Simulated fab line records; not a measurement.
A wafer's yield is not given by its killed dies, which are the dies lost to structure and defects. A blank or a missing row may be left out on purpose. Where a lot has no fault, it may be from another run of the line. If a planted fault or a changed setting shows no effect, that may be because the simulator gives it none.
Matching of chambers -- flow n5Finfet -- rieDiel-05 running N5_GATE_CUT_ETCH_58: 4 sister chambers
The step etches SiNx in CH3F/O2, target depth 17 nm, time 128.6 s. 8 wafers are shown with their chamber, then 8 later ones without.

## WAFERS WITH THEIR CHAMBER
wafer,chamber,throttleValvePct (%),drypumpMotorCurrentA (A)
L081.2,1,16.10,5.9
L081.3,3,16.73,5.8
L083.5,2,16.35,5.9
L083.6,1,16.10,5.8
L082.2,3,16.73,5.9
L082.4,0,16.69,5.0
L082.6,2,16.36,5.9
L084.3,0,16.69,5.0

## WAFERS MISSING THEIR CHAMBER
wafer,throttleValvePct (%),drypumpMotorCurrentA (A)
L084.4,16.74,5.8
L084.5,16.74,5.8
L090.3,16.71,5.0
L090.4,16.13,5.8
L090.5,16.71,5.0
L091.1,16.38,5.9
L091.2,16.13,5.8
L091.5,16.38,5.9

## THE CHAMBER EACH PASSED THROUGH
wafer,from the rows above,in truth
L084.4,3,3
L084.5,3,3
L090.3,0,0
L090.4,1,1
L090.5,0,0
L091.1,2,2
L091.2,1,1
L091.5,2,2
Correctly placed: 8 of 8. From these rows, 0 cannot be placed. Number placed wrongly: 0.
How it was worked out, from the rows above alone: a wafer's distance from a chamber is the root of the sum, over the readings, of the square of ((its reading less the chamber's mean) divided by the reading's scatter). The wafer belongs to the nearest chamber; if the next one is less than 2 further off, it can't be placed. For every chamber, the mean is computed from those of its wafers that are shown. The scatter is the square root of a quotient: the sum, over the shown wafers, of each reading's squared deviation from its chamber's mean, divided by wafers minus chambers.
